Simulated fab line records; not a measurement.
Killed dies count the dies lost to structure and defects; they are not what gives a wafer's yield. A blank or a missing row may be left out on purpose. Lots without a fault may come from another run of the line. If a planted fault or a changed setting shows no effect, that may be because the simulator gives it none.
Struck lot and sound lot, side by side ; flow nand-harc ; 15 steps out of a route of 1159
Sound: these wafers, L635.2, L635.4, L635.6. Struck: wafer L631.3 (left out: L631.2, a lot-mate that was not struck); the cause follows at the end.
Per side, at each step with rows, come the tool, then ch with its chambers, and then its first start. Under that, the readings that differ: sound wafers ; struck wafers ; difference of the means ; sigmas: that difference in standard deviations of wafers without a fault.
alike: readings whose means differ by less than 2 such deviations, and words and numbers that are the same on both sides. not compared: withheld readings, readings that some wafer has no value for, bounds like >300 that may hide the same value, and numbers for which the record gives no deviation and whose values overlap.
Wherever a step has rows on one side only, a row that says differs or no value, or a row with sigmas, the two part there. Non-overlapping numbers with no deviation appear without sigmas and do not part them. A reading that every wafer of one side lacks parts them only if that side has two wafers or more.

first, 1 step without rows for these wafers: NHARC_A_ONON_D1_DEP_06 (target thk 1000 nm).
NHARC_A_ONON_D1_THK_MEAS_08: measures by ellipsometry.
  struck on film-metro-02, day 10 13:07; sound on film-metro-02, day 10 22:43
reading;sound;struck;difference;sigmas
thk-nm (nm);988 988 987;1012;+24;+2
after that, 1 step with no rows for these wafers: NHARC_A_ONON_D1_DEP_09 (target thk 1000 nm).
NHARC_A_ONON_D1_THK_MEAS_11: measures by ellipsometry.
  struck on film-metro-02, day 10 13:41; sound on film-metro-01, day 10 23:17
  alike: thk-nm
after that, 1 step with no rows for these wafers: NHARC_A_ONON_D1_DEP_12 (target thk 1000 nm).
NHARC_A_ONON_D1_THK_MEAS_14: measures by ellipsometry.
  struck on film-metro-02, day 10 14:14; sound on film-metro-02, day 10 23:52
  alike: thk-nm
then, 2 steps without rows for these wafers: NHARC_A_ONON_D1_ANNEAL_15 (time 3600 s); NHARC_A_ONON_D1_DEP_16 (target thk 1000 nm).
NHARC_A_ONON_D1_THK_MEAS_18: measures by ellipsometry.
  struck on film-metro-02, day 10 21:39; sound on film-metro-02, day 11 08:01
reading;sound;struck;difference;sigmas
thk-nm (nm);988 987 990;1025;+37;+4
after that, 1 step with no rows for these wafers: NHARC_A_ONON_D1_DEP_19 (target thk 1000 nm).
NHARC_A_ONON_D1_THK_MEAS_21: measures by ellipsometry.
  struck on film-metro-02, day 10 22:13; sound on film-metro-02, day 11 08:35
reading;sound;struck;difference;sigmas
thk-nm (nm);977 977 974;1001;+25;+3
NHARC_A_ONON_D1_DEP_22: target thk 1000 nm.
  sound on pecvd-onon-01 ch 0, day 11 08:43; struck on pecvd-onon-03 ch 0, day 10 22:20
NHARC_A_ONON_D1_THK_MEAS_24: measures by ellipsometry.
  struck on film-metro-01, day 10 22:47; sound on film-metro-01, day 11 09:10
reading;sound;struck;difference;sigmas
thk-nm (nm);1010 1011 1010;1459;+449;+53
after that, 1 step with no rows for these wafers: NHARC_A_ONON_D1_DEP_25 (target thk 1000 nm).
-- record jumps: 13 days between struck wafers' starts before vs after; left off in module A_ONON_D1, resumes in module END, first step shown is number 1159 of the route --
NHARC_END_SORT_01:
  only the struck wafers appear in the record here, on prober-01 ch 0 at day 24 01:52; the sound ones have no rows

## WHERE THEY PART
Earliest at NHARC_A_ONON_D1_THK_MEAS_08; latest, in this record, at NHARC_END_SORT_01.

WHY: what the simulator had put in
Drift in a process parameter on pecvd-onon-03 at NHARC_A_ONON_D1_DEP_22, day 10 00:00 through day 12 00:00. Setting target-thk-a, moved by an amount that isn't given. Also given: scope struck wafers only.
